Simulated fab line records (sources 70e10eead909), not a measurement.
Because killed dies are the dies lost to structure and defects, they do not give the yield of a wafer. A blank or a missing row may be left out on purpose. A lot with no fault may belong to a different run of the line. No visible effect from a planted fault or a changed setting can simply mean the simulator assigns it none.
Struck lot and sound lot, side by side / flow nand harc / 24 out of 1302 route steps
Sound: wafers L139.2, L139.5, L139.6. Wafers struck: L151.1, L151.2, L151.6. Last of all comes the cause.
For every step that has rows: the tool of each side, followed by ch and its chambers, followed by its first start. Under that, the readings that differ: sound wafers / struck wafers / difference of the means / sigmas: that difference in standard deviations of wafers without a fault.
alike: a reading whose means differ by less than 2 such deviations, as well as words and numbers matching on both sides. not compared: withheld readings; readings where some wafer has no value; bounds like >300 that might hide an equal value; numbers whose values overlap and for which the record gives no deviation.
The two part at a step that has a row with sigmas, a row that says differs or no value, or rows on one side only. When numbers do not overlap yet have no deviation, they are printed without sigmas and do not part them. A reading missing from all wafers of one side parts the sides only when that side holds two or more wafers.

NHARC_P_CONTACT_DEP_30: deposits SiNx, target thk 30 nm.
  sound on pecvd-04 ch 0,2, day 6 21:32; struck on pecvd-04 ch 0,1,2, day 12 03:09
  alike: heater power w, rf fwd power W, susceptor temp C
NHARC_P_CONTACT_DEP_00: deposits SiO2, target thk 500 nm.
  sound: pecvd-04 ch 0,2; struck: pecvd-04 ch 0,1,2
  alike: heater power w, rf fwd power W, susceptor temp C, throttle valve pct
NHARC_P_CONTACT_CMP_01: polishes SiO2, target thk 200 nm.
  sound on cmp-02 ch 0,1,3, day 6 22:13; struck on cmp-01 ch 1,3, day 12 03:50
  alike: edge zone pressure frac, motor current A
then, 8 steps without rows for these wafers: NHARC_P_CONTACT_SRD_03; NHARC_P_CONTACT_DEHYDRATE_04 (time 120 s); NHARC_P_CONTACT_HMDS_05 (time 30 s); NHARC_P_CONTACT_COAT_33 (time 75 s); NHARC_P_CONTACT_COAT_34 (time 65 s); NHARC_P_CONTACT_COAT_06 (resist thk 90 nm); NHARC_P_CONTACT_SOFTBAKE_07 (time 55 s); NHARC_P_CONTACT_EBR_08.
NHARC_P_CONTACT_EXPOSE_09: exposes mask P CA, target cd 90 nm.
  sound on arfi scanner-01 ch 0, day 6 22:52; struck on arfi scanner-01 ch 0, day 12 04:23
reading=exposure dose mJ cm2; sound=81.26 81.28 81.19; struck=62.94 62.99 62.99; difference=-18.27; sigmas=-99 or more
  alike: mask
then, 2 steps without rows for these wafers: NHARC_P_CONTACT_PEB_10 (peb time 65 s); NHARC_P_CONTACT_DEVELOP_11 (develop time 35 s).
NHARC_P_CONTACT_CD_MEAS_12 targets a cd of 90 nm.
  sound on cd sem-02 ch 0, day 6 23:00; struck on cd sem-03 ch 0
reading=cd nm (nm); sound=90.9 91.3 91.5; struck=75.1 74.5 75.3; difference=-16.3; sigmas=-26
  not compared: hold
NHARC_P_CONTACT_OVL_MEAS_13:
  sound: overlay-01 at day 6 23:05; struck: overlay-02 at day 12 08:04
reading=hold; sound=- - -; struck=await dispo/3.3h/release await dispo/3.3h/release await dispo/3.3h/release; difference=no value on the sound wafers; sigmas=
  alike: overlay x nm, overlay y nm
NHARC_P_CONTACT_INSPECT_14:
  sound: defect inspect-01 at day 6 23:07; struck: defect inspect-01 at day 12 08:06
  alike: raw defect count
NHARC_P_CONTACT_DESCUM_17: chemistry O2, time 3 s.
  sound on rie diel-04 ch 0,3, day 6 23:11; struck on rie diel-01 ch 1,3, day 12 08:10
reading=model.P_CONTACT.cd nm (nm); sound=90.15 90.49 91.28; struck=75.14 74.91 74.29; difference=-15.86; sigmas=
  alike: drypump motor current A, oes product au, rf vpp V, showerhead plenum p Torr, throttle valve pct
  not compared: rf hours counter h
then, 1 step without rows for these wafers: NHARC_P_CONTACT_ETCH_35 (etches the open film in CF4, target depth 39 nm, time 65 s).
NHARC_P_CONTACT_ETCH_36: etches the open film in N2/H2, target depth 260 nm, time 406.25 s.
  sound on rie diel-04 ch 0,3, day 6 23:27; struck on rie diel-01 ch 2,3
  alike: bias w, drypump motor current A, oes product au, rf fwd power W, rf vpp V, showerhead plenum p Torr, throttle valve pct
  not compared: rf hours counter h
NHARC_P_CONTACT_ETCH_18: etches the open film in C4F8/O2/Ar, target depth 481 nm, time 240.5 s.
  sound on rie diel-04 ch 0,3, day 6 23:56; struck on rie diel-01 ch 1,2
  alike: bias w, oes product au, rf fwd power W, rf vpp V
  not compared: rf hours counter h
then, 1 step without rows for these wafers: NHARC_P_CONTACT_STRIP_37 (strips in C4F8/O2/Ar).
NHARC_P_CONTACT_ETCH_31: etches the open film in CH3F/O2, target depth 30 nm, time 85.7 s.
  sound: rie diel-04 ch 0,3; struck: rie diel-01 ch 2,3
reading=model.P_CONTACT.cd nm (nm); sound=91.68 90.99 93.09; struck=74.77 74.82 75.45; difference=-16.91; sigmas=
  alike: bias w, drypump motor current A, oes product au, rf fwd power W, rf vpp V, showerhead plenum p Torr, throttle valve pct
  not compared: rf hours counter h
NHARC_P_CONTACT_CD_MEAS_19:
  sound: cd sem-01 at day 7 00:31; struck: cd sem-03 at day 12 09:23
reading=cd nm (nm); sound=92.0 91.0 93.4; struck=74.5 74.9 75.8; difference=-17.1; sigmas=-11
  not compared: hold

## WHERE THEY PART
Last at NHARC_P_CONTACT_CD_MEAS_19 as far as this record goes, first at NHARC_P_CONTACT_EXPOSE_09.

WHY: what had been put in by the simulator
Drift in process parameters on arfi scanner-01 at NHARC_P_CONTACT_EXPOSE_09, starting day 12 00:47. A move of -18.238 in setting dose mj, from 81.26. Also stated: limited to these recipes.
